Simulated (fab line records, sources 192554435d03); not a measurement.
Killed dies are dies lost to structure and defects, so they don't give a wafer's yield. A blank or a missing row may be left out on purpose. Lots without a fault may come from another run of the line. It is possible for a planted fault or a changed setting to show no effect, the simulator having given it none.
Chamber matching    flow n5-finfet    4 sister chambers for N5_BEOL_M7_ALD_77 on ald-metal-04
The step deposits TaN, target thk 2 nm, pulse time 2 s, purge time 3 s. 4 wafers are shown with their chamber, then 12 later ones without.

== WAFERS WITH THEIR CHAMBER ==
wafer   chamber  heater-power-w (W)
L085.3  2        461
L086.2  3        371
L088.4  0        392
L088.6  1        556

== WAFERS WHOSE CHAMBER IS MISSING ==
wafer   heater-power-w (W)
L089.4  388
L089.5  405
L089.6  554
L093.1  411
L093.2  565
L093.3  371
L095.1  566
L095.2  401
L095.3  373
L097.1  571
L097.3  400
L097.6  551

== EACH ONE'S CHAMBER ==
wafer   from the rows above      in truth
L089.4  can't be placed: 0 or 3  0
L089.5  0                        0
L089.6  1                        1
L093.1  0                        0
L093.2  1                        1
L093.3  3                        3
L095.1  1                        1
L095.2  0                        0
L095.3  can't be placed: 3 or 0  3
L097.1  1                        1
L097.3  0                        0
L097.6  1                        1
Correctly placed: 10 of 12. From these rows, 2 cannot be placed; in 2 the true chamber is one of the candidates. 0 placed wrongly.
How it was worked out, from the rows above alone: a wafer's distance from a chamber is the root of the sum, over the readings, of the square of ((its reading less the chamber's mean) divided by the reading's scatter). The wafer belongs to the nearest chamber; if the next one is less than 2 further off, it can't be placed. The mean given for a chamber averages the wafers shown for that chamber. The scatter: with one shown wafer a chamber, the root of the mean of the squares of how far each hidden wafer lies from its nearest shown one.
